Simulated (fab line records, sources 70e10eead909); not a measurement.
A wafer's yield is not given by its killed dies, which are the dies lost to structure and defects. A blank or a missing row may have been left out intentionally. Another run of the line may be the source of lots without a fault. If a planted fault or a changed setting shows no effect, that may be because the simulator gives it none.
fab line records	flow nandHarc
record: lots: 5	wafers: 15	lastDay: 24
route steps=1159 shown P_ZERO_WELL@14 END@1159
lots that met no fault: from a run of the same line without faults
startH: hours from the record's first day to the start of the lot's first wafer shown	waitH: hours elapsed since this lot's preceding step	" identical to the entry in the row above	L1.1+2: a single row standing in for several wafers	- either no value or no given start	* or withheld: withheld	< > ~ a bound
route shown NAME@n: a module of which the file shows steps, and the number in the route of the first	usual: mean/standard deviation taken from wafers without a fault	same: alike in all rows	chamber/n: place in a boat	sites: readings site by site	_std_site: standard deviation of those values	_edge_site: mean of outer sites minus mean of inner sites	radiusMm: how far each site lies from the wafer's centre	mask NAME#n: copy n	behind: the most recent tool/chamber to have shaped the wafer	hold: reason for holding the lot/hours on hold/outcome of the hold	device: the transistor (n, p or np) that didn't switch	end of line: the tests these same wafers got at the end of their route	a step without rows: its recipe alone	killed: dies lost to structure and defects at the first sort, not the wafer's yield	map: shows each die of a wafer: x if killed, . if not, _ if none is there
set.NAME: the setting as run; set.NAME@STEP: as run at that earlier step	model.NAME: the simulator's own value behind a step, which no gauge read
lots at some steps of the route; a table a step, a row a wafer
services: from which hour (startH, from the record's first day; less than 0 if before it) a tool's chamber was out of use, for how many hours, and why
== steps ==
step: NHARC_P_ZERO_WELL_CD_MEAS_11
recipe: targetCdNm: 500	landingEnergyEv: 500
usual: cdNm: 499.3/1.3
lot.wafer	tool	chamber	startH	waitH	cdNm
L461.1	cdSem-01	0	19.24	-	500.9
L461.3	"	0	"	"	497.9
L461.5	"	0	"	"	501.2
L467.1	cdSem-03	0	55.30	-	498.3
L467.5	"	0	"	"	499.4
L467.6	"	0	"	"	498.9
L471.2	cdSem-03	0	79.21	-	498.6
L471.3	"	0	"	"	499.2
L471.5	"	0	"	"	500.5
L476.2	cdSem-03	0	109.37	-	498.0
L476.4	"	0	"	"	497.4
L476.6	"	0	"	"	497.6
L482.1	cdSem-01	0	145.24	-	501.8
L482.3	"	0	"	"	501.3
L482.4	"	0	"	"	501.9
step: NHARC_P_ZERO_WELL_HARDBAKE_12
recipe: tempC: 118	timeS: 65
step: NHARC_P_ZERO_WELL_DESCUM_13
recipe: timeS: 3	o2FlowSccm: 200	arFlowSccm: 0	biasPowerW: 0	chemistry: O2
usual: drypumpMotorCurrentA: 5.7/0.34	oesProductAu: 1.000/0.0072	rfVppV: 57.7/0.87	showerheadPlenumPTorr: 1.92/0.077	throttleValvePct: 11.312/0.0092
same: biasPowerW: 0
lot.wafer	tool	chamber	startH	waitH	drypumpMotorCurrentA	oesProductAu	rfHoursCounterH	rfVppV	showerheadPlenumPTorr	throttleValvePct
L461.3	rieDiel-08	2	19.40	-	5.8	1.007	2	58.1	2.06	11.325
L461.1	"	1	"	"	5.9	1.005	2	58.1	1.93	11.317
L461.5	"	3	"	"	5.7	1.012	-	56.6	1.84	11.303
L467.1	rieDiel-08	3	55.47	-	5.7	1.017	5	57.8	1.84	11.329
L467.6	"	2	"	"	5.8	1.008	-	59.0	2.06	11.305
L467.5	"	3	"	"	5.7	1.011	-	57.4	1.84	11.305
L471.3	rieDiel-05	1	79.38	-	5.8	0.997	6	57.6	1.86	11.321
L471.2	"	2	"	"	5.2	1.001	6	58.2	1.84	11.302
L471.5	"	3	"	"	6.4	0.998	-	58.2	1.93	11.320
L476.4	rieDiel-08	1	109.52	-	5.9	1.003	8	57.5	1.93	11.307
L476.2	"	2	"	"	5.8	1.005	8	58.0	2.06	11.299
L476.6	"	1	"	"	5.9	1.001	-	59.0	1.93	11.315
L482.3	rieDiel-05	3	145.42	-	6.4	0.998	9	57.3	1.93	11.291
L482.1	"	0	"	"	6.0	1.000	10	58.2	1.96	11.303
L482.4	"	1	"	"	5.8	0.994	10	56.9	1.86	11.321
step: NHARC_P_ZERO_WELL_ETCH_65
recipe: targetDepthA: 800	overetchA: 240	timeS: 87.88	ionEnergyEv: 200	n2FlowSccm: 150	h2FlowSccm: 150	arFlowSccm: 0	rfW: 400	biasW: 150	chemistry: N2/H2
usual: drypumpMotorCurrentA: 5.7/0.36	oesProductAu: 1.001/0.0082	rfVppV: 430.7/2.4	showerheadPlenumPTorr: 2.04/0.082	throttleValvePct: 14.171/0.009
lot.wafer	tool	chamber	startH	waitH	drypumpMotorCurrentA	oesProductAu	rfHoursCounterH	rfVppV	showerheadPlenumPTorr	throttleValvePct
L461.1	rieDiel-08	1	19.50	0.1	5.9	0.996	2	431.8	2.06	14.160
L461.3	"	2	"	"	5.8	0.987	2	434.5	2.20	14.196
L461.5	"	3	"	"	5.7	1.002	-	429.1	1.96	14.180
L467.1	rieDiel-08	2	55.57	0.1	5.8	0.998	4	434.4	2.20	14.146
L467.5	"	3	"	"	5.7	1.003	-	429.2	1.96	14.156
L467.6	"	0	"	"	5.7	0.988	-	430.6	2.01	14.176
L471.2	rieDiel-05	3	79.46	0.1	6.4	1.004	4	431.0	2.06	14.171
L471.3	"	0	"	"	5.9	0.994	6	431.8	2.10	14.173
L471.5	"	2	"	"	5.3	0.990	-	427.4	1.96	14.175
L476.4	rieDiel-08	3	109.61	0.1	5.7	1.002	9	428.9	1.96	14.162
L476.2	"	0	"	"	5.7	1.001	9	429.3	2.01	14.171
L476.6	"	3	"	"	5.7	1.008	-	427.8	1.96	14.182
L482.4	rieDiel-05	2	145.49	0.1	5.3	0.990	10	427.2	1.96	14.176
L482.3	"	0	"	"	6.0	0.987	10	432.6	2.10	14.172
L482.1	"	1	"	"	5.8	0.984	10	429.4	1.98	14.162
step: NHARC_P_ZERO_WELL_ETCH_62
recipe: targetDepthA: 130	timeS: 6.5	chf3FlowSccm: 50	arFlowSccm: 200	rfW: 500	biasW: 200	chemistry: CHF3/Ar
usual: drypumpMotorCurrentA: 5.7/0.34	oesProductAu: 0.961/0.016	rfVppV: 370.8/2.2	showerheadPlenumPTorr: 2.35/0.091	throttleValvePct: 20.217/0.0094
lot.wafer	tool	chamber	startH	waitH	drypumpMotorCurrentA	oesProductAu	rfHoursCounterH	rfVppV	showerheadPlenumPTorr	throttleValvePct
L461.3	rieDiel-08	3	-	-	5.7	0.972	3	369.2	2.26	20.227
L461.1	"	1	"	"	5.9	0.970	2	371.1	2.36	20.221
L461.5	"	3	"	"	5.7	0.976	-	368.0	2.26	20.224
L467.1	rieDiel-08	0	-	-	5.7	0.914	5	369.8	2.31	20.237
L467.6	"	3	"	"	5.7	0.935	-	369.3	2.26	20.215
L467.5	"	0	"	"	5.7	0.925	-	371.6	2.31	20.230
L471.2	rieDiel-05	0	-	-	5.9	0.948	6	370.3	2.41	20.218
L471.3	"	1	"	"	5.8	0.969	6	368.0	2.28	20.230
L471.5	"	2	"	"	5.3	0.976	-	367.8	2.25	20.206
L476.4	rieDiel-08	3	-	-	5.7	0.974	9	368.8	2.26	20.205
L476.2	"	0	"	"	5.7	0.968	9	371.2	2.31	20.219
L476.6	"	1	"	"	5.9	0.951	-	370.2	2.36	20.220
L482.4	rieDiel-05	1	-	-	5.8	0.960	10	369.6	2.28	20.220
L482.1	"	2	"	"	5.2	0.948	10	368.8	2.25	20.209
L482.3	"	0	"	"	6.0	0.949	10	372.3	2.40	20.203
step: NHARC_P_ZERO_WELL_ETCH_63
recipe: targetDepthA: 1200	timeS: 40.1	hbrFlowSccm: 150	cl2FlowSccm: 50	rfW: 400	icpW: 400	biasW: 100	chemistry: HBr/Cl2
usual: drypumpMotorCurrentA: 5.6/0.6	mfcCl2Sccm: 50.01/0.14	oesProductAu: 1.000/0.0076	throttleValvePct: 26.406/0.0087
lot.wafer	tool	chamber	startH	waitH	drypumpMotorCurrentA	mfcCl2Sccm	oesProductAu	rfHoursCounterH	throttleValvePct
L461.1	rieSi-03	2	19.67	-	4.8	50.05	0.996	0.3	26.410
L461.3	"	3	"	"	5.2	49.87	0.989	0.2	26.397
L461.5	"	1	"	"	5.3	50.03	1.007	-	26.410
L467.1	rieSi-04	2	55.76	-	5.2	50.24	0.995	1.0	26.418
L467.6	"	3	"	"	5.4	50.19	1.007	-	26.426
L467.5	"	0	"	"	6.3	50.27	0.999	-	26.401
L471.3	rieSi-03	3	79.62	-	5.2	50.12	0.980	0.6	26.405
L471.2	"	1	"	"	5.3	49.86	1.006	0.7	26.418
L471.5	"	0	"	"	6.4	50.05	1.008	-	26.397
L476.4	rieSi-04	1	109.78	-	6.5	50.06	0.994	0.0	26.407
L476.2	"	0	"	"	6.3	50.28	0.999	0.0	26.411
L476.6	"	1	"	"	6.5	49.93	1.007	-	26.405
L482.1	rieSi-03	2	145.67	-	4.8	50.10	1.006	1.4	26.413
L482.3	"	1	"	"	5.3	50.10	1.004	1.4	26.407
L482.4	"	2	"	"	4.7	50.20	1.009	-	26.398
step: NHARC_P_ZERO_WELL_STRIP_15
recipe: timeS: 900	tempC: 130	chemistry: SPM
step: NHARC_P_ZERO_WELL_DEHYDRATE_16
recipe: tempC: 150	timeS: 120
step: NHARC_P_ZERO_WELL_HMDS_17
recipe: timeS: 30
step: NHARC_P_ZERO_WELL_COAT_18
recipe: spinRpm: withheld
step: NHARC_P_ZERO_WELL_SOFTBAKE_19
recipe: tempC: 122	timeS: 95
step: NHARC_P_ZERO_WELL_EBR_20
step: NHARC_P_ZERO_WELL_EXPOSE_21
recipe: na: 0.6	targetCdNm: 720	doseMj: 22.31	maskId: P_NWELL
lot.wafer	tool	chamber	startH	waitH	mask
L461.1+3+5	krfScanner-01	0	20.31	-	P_NWELL#0
L467.1+5+6	krfScanner-04	0	56.49	-	P_NWELL#0
L471.2+3+5	krfScanner-04	0	80.39	-	P_NWELL_R1#0
L476.2+4+6	krfScanner-02	0	110.56	-	P_NWELL#0
L482.1+3+4	krfScanner-02	0	146.47	-	P_NWELL#0
step: NHARC_P_ZERO_WELL_PEB_22
recipe: pebTempC: 118	pebTimeS: 85
step: NHARC_P_ZERO_WELL_DEVELOP_23
recipe: timeS: 70
step: NHARC_P_ZERO_WELL_CD_MEAS_24
recipe: targetCdNm: 720	landingEnergyEv: 500
usual: cdNm: 719.9/1.2
lot.wafer	tool	chamber	startH	waitH	cdNm
L461.1	cdSem-02	0	20.46	-	721.3
L461.3	"	0	"	"	720.8
L461.5	"	0	"	"	721.3
L467.1	cdSem-01	0	56.65	-	720.1
L467.5	"	0	"	"	719.3
L467.6	"	0	"	"	718.9
L471.2	cdSem-01	0	80.55	-	657.3
L471.3	"	0	"	"	657.4
L471.5	"	0	"	"	657.6
L476.2	cdSem-03	0	110.71	-	718.6
L476.4	"	0	"	"	719.7
L476.6	"	0	"	"	719.2
L482.1	cdSem-02	0	146.63	-	721.0
L482.3	"	0	"	"	721.4
L482.4	"	0	"	"	719.4
step: NHARC_P_ZERO_WELL_HARDBAKE_25
recipe: tempC: 125	timeS: 80
step: NHARC_P_ZERO_WELL_DESCUM_26
recipe: timeS: 3	o2FlowSccm: 200	arFlowSccm: 0	biasPowerW: 0	chemistry: O2
usual: drypumpMotorCurrentA: 5.7/0.35	oesProductAu: 1.002/0.0075	rfVppV: 57.7/0.86	showerheadPlenumPTorr: 1.92/0.08	throttleValvePct: 11.310/0.0089
same: biasPowerW: 0
lot.wafer	tool	chamber	startH	waitH	drypumpMotorCurrentA	oesProductAu	rfHoursCounterH	rfVppV	showerheadPlenumPTorr	throttleValvePct	model.P_ZERO_WELL.cdNm
L461.1	rieDiel-05	0	20.64	-	6.0	0.997	2	57.5	1.97	11.307	720.9
L461.3	"	2	"	"	5.2	1.003	1	56.8	1.84	11.317	720.5
L461.5	"	3	"	"	6.4	1.008	-	58.2	1.93	11.307	721.2
L467.1	rieDiel-08	0	56.83	-	5.7	1.008	5	58.4	1.89	11.318	720.1
L467.6	"	2	"	"	5.8	1.002	-	57.7	2.06	11.306	718.9
L467.5	"	3	"	"	5.7	1.010	-	57.8	1.84	11.307	719.5
L471.2	rieDiel-05	3	80.72	-	6.4	0.993	4	58.4	1.93	11.295	656.8
L471.3	"	1	"	"	5.8	0.999	6	57.8	1.86	11.318	657.1
L471.5	"	3	"	"	6.4	0.999	-	57.9	1.93	11.315	657.3
L476.4	rieDiel-13	3	110.89	-	5.7	1.008	0	59.6	2.03	11.320	719.7
L476.2	"	0	"	"	5.9	1.012	0	57.0	1.85	11.298	718.5
L476.6	"	2	"	"	5.1	1.006	-	57.2	1.82	11.303	719.2
L482.1	rieDiel-08	3	146.79	-	5.7	1.012	1	58.6	1.84	11.310	721
L482.4	"	1	"	"	5.9	0.998	1	59.1	1.93	11.311	719.7
L482.3	"	2	"	"	5.8	1.013	1	58.6	2.06	11.288	721.4
step: NHARC_P_ZERO_WELL_IMPLANT_27
recipe: energyKev: 600	doseCm2: 1e+13	tiltDeg: 7
step: NHARC_END_SORT_01
recipe: tempC: 25
usual: killedAtArray: 28/12	killedAtOther: 0.8/1.1	killedAtPeriphery: 3.6/2.3	killedDies: 32/12	killedOpen: 3.4/1.9	killedShort: 2.0/1.3
same: grossDies: 677
lot.wafer	tool	chamber	startH	waitH	killedAtArray	killedAtOther	killedAtPeriphery	killedDies	killedOpen	killedShort
L461.1	prober-01	0	448.73	2.5	21	0	1	22	2	2
L461.3	prober-01	0	450.34	3.1	22	0	1	23	1	3
L461.5	prober-01	0	451.96	3.7	16	0	0	16	2	0
L467.1	prober-01	0	482.63	2.5	28	1	4	33	8	4
L467.5	prober-01	0	485.83	3.7	16	1	3	20	3	1
L471.2	prober-01	0	512.69	2.8	22	0	3	25	0	1
L471.3	prober-01	0	513.49	3.1	29	0	3	32	4	1
L471.5	prober-01	0	515.09	3.7	25	0	6	31	5	0
L476.2	prober-02	0	537.09	2.8	42	2	3	47	3	1
L476.4	prober-02	0	538.68	3.4	33	4	4	41	3	0
L476.6	prober-02	0	540.27	4.0	45	1	7	53	6	4
killed by level:class
L461.1 A_SLIT:chamberFilmFlake=9 A_CHANNEL_HOLE_D1:chamberFilmFlake=4 A_WL_FILL:chamberFilmFlake=2 A_CONTACT:chamberFilmFlake=2 P_CONTACT:geometricParticle:short=1 A_ONON_D1:geometricParticle:short=1 A_WL_FILL:geometricParticle:open=1 A_BLC:geometricParticle:open=1
L461.3 A_SLIT:chamberFilmFlake=10 A_CHANNEL_HOLE_D1:chamberFilmFlake=3 A_WL_FILL:geometricParticle:short=2 A_CONTACT:chamberFilmFlake=2 A_SOURCE_PLATE:geometricParticle:open=1 A_ONON_D1:geometricParticle:short=1 P_M2:chamberFilmFlake=1 A_CHANNEL_FILL_D1:chamberFilmFlake=1
L461.5 A_SLIT:chamberFilmFlake=8 A_CONTACT:geometricParticle:open=2 A_CHANNEL_HOLE_D1:chamberFilmFlake=2 A_WL_FILL:chamberFilmFlake=2 A_STAIRCASE:chamberFilmFlake=1 A_CONTACT:chamberFilmFlake=1
L467.1 A_CHANNEL_HOLE_D1:chamberFilmFlake=5 A_M1:chamberFilmFlake=5 A_CONTACT:geometricParticle:open=4 A_CHANNEL_FILL_D1:chamberFilmFlake=3 A_CHANNEL_FILL_D1:geometricParticle:open=2 A_M0:geometricParticle:open=2 P_CONTACT:chamberFilmFlake=2 A_ZERO_WELL:chamberFilmFlake=2
L467.5 A_CHANNEL_HOLE_D1:chamberFilmFlake=4 A_STAIRCASE:chamberFilmFlake=3 A_M0:geometricParticle:open=2 P_CONTACT:chamberFilmFlake=2 A_CHANNEL_FILL_D1:chamberFilmFlake=2 A_M1:chamberFilmFlake=2 A_CHANNEL_HOLE_D1:geometricParticle:short=1 A_CONTACT:geometricParticle:open=1
L471.2 A_CHANNEL_HOLE_D1:chamberFilmFlake=15 A_STAIRCASE:chamberFilmFlake=3 A_CONTACT:chamberFilmFlake=3 A_M0:geometricParticle:short=1 P_STI:chamberFilmFlake=1 P_GATE:chamberFilmFlake=1 P_BONDPAD:chamberFilmFlake=1
L471.3 A_CHANNEL_HOLE_D1:chamberFilmFlake=13 A_STAIRCASE:chamberFilmFlake=9 A_CONTACT:chamberFilmFlake=3 P_M1:geometricParticle:open=1 P_M2:geometricParticle:open=1 A_CHANNEL_HOLE_D1:geometricParticle:short=1 A_SGD_CUT:geometricParticle:open=1 A_SLIT:geometricParticle:open=1
L471.5 A_CHANNEL_HOLE_D1:chamberFilmFlake=16 A_STAIRCASE:chamberFilmFlake=3 A_CONTACT:chamberFilmFlake=2 P_ZERO_WELL:areaExpose=2 P_M0:geometricParticle:open=1 P_M1:geometricParticle:open=1 A_CHANNEL_FILL_D1:geometricParticle:open=1 A_CONTACT:geometricParticle:open=1
L476.2 A_SLIT:chamberFilmFlake=20 A_CHANNEL_HOLE_D1:chamberFilmFlake=8 A_STAIRCASE:chamberFilmFlake=7 P_ZERO_WELL:chamberFilmFlake=2 A_CONTACT:chamberFilmFlake=2 THIN_TSV:chamberFilmFlake=2 A_ONON_D1:geometricParticle:open=1 A_ONON_D1:geometricParticle:short=1
L476.4 A_SLIT:chamberFilmFlake=14 A_STAIRCASE:chamberFilmFlake=7 A_CHANNEL_HOLE_D1:chamberFilmFlake=6 P_ZERO_WELL:chamberFilmFlake=4 THIN_TSV:chamberFilmFlake=4 A_CONTACT:chamberFilmFlake=2 A_CHANNEL_FILL_D1:geometricParticle:open=1 A_CONTACT:geometricParticle:open=1
L476.6 A_SLIT:chamberFilmFlake=16 A_CHANNEL_HOLE_D1:chamberFilmFlake=7 A_STAIRCASE:chamberFilmFlake=7 A_CONTACT:geometricParticle:open=5 P_ZERO_WELL:chamberFilmFlake=5 A_CONTACT:chamberFilmFlake=3 A_WL_FILL:chamberFilmFlake=3 A_WL_FILL:geometricParticle:short=2
== services ==
tool	chamber	startH	hours	kind
krfScanner-04	-	5.32	1.1	repair
rieDiel-08	0	5.80	-	clean
rieDiel-08	1	5.80	-	clean
krfScanner-04	-	37.90	1.5	repair
krfScanner-02	-	38.00	4.0	pm
krfScanner-04	-	55.51	0.4	repair
krfScanner-02	-	60.02	2.6	repair
rieDiel-05	3	60.80	5.5	repair
krfScanner-02	-	71.01	0.3	repair
krfScanner-01	-	77.76	0.3	repair
krfScanner-04	-	80.73	0.3	repair
krfScanner-01	-	84.00	4.0	pm
krfScanner-02	-	95.81	1.6	repair
rieDiel-13	-	99.00	9.0	pm
rieSi-04	-	99.00	9.0	pm
krfScanner-04	-	102.05	1.1	repair
krfScanner-01	-	116.77	0.3	repair
krfScanner-01	-	118.14	0.6	repair
rieDiel-08	-	124.80	9.0	pm
krfScanner-04	-	126.00	4.0	pm
rieDiel-13	3	129.03	8.8	repair
rieDiel-13	2	131.68	11.2	repair
rieSi-03	0	144.63	17.3	repair
krfScanner-02	-	146.76	0.7	repair
== key ==
firstSign: step: NHARC_P_ZERO_WELL_EXPOSE_21	reading: mask	direction: changed
effect: step: NHARC_P_ZERO_WELL_CD_MEAS_24	reading: cdNm	direction: down	sigmas: 52	usual: 719.9	struck: 657.4
modelEffect: step: NHARC_P_ZERO_WELL_DESCUM_26	value: P_ZERO_WELL.cdNm	without: 720.5	struck: 657.1
metAt NHARC_P_ZERO_WELL_EXPOSE_21
struckWafers L471.2,L471.3,L471.5
testerLeftOut L471
onsetBetween 56.49 80.39
fault: kind: wrongMask	tool: any	chamber: -	onsetH: 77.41	steps: NHARC_P_ZERO_WELL_EXPOSE_21	auxCopy: P_NWELL_R1#0	cdOffsetNm: -63.437	scope: struckLotsOnly
testerLeftOut: of these lots the tester's yield and bins aren't shown, on N5 and GAA mostly nor the transistor test; their killed dies are dies lost to structure and defects alone, not to doping, threshold or leakage, so they don't give the yield
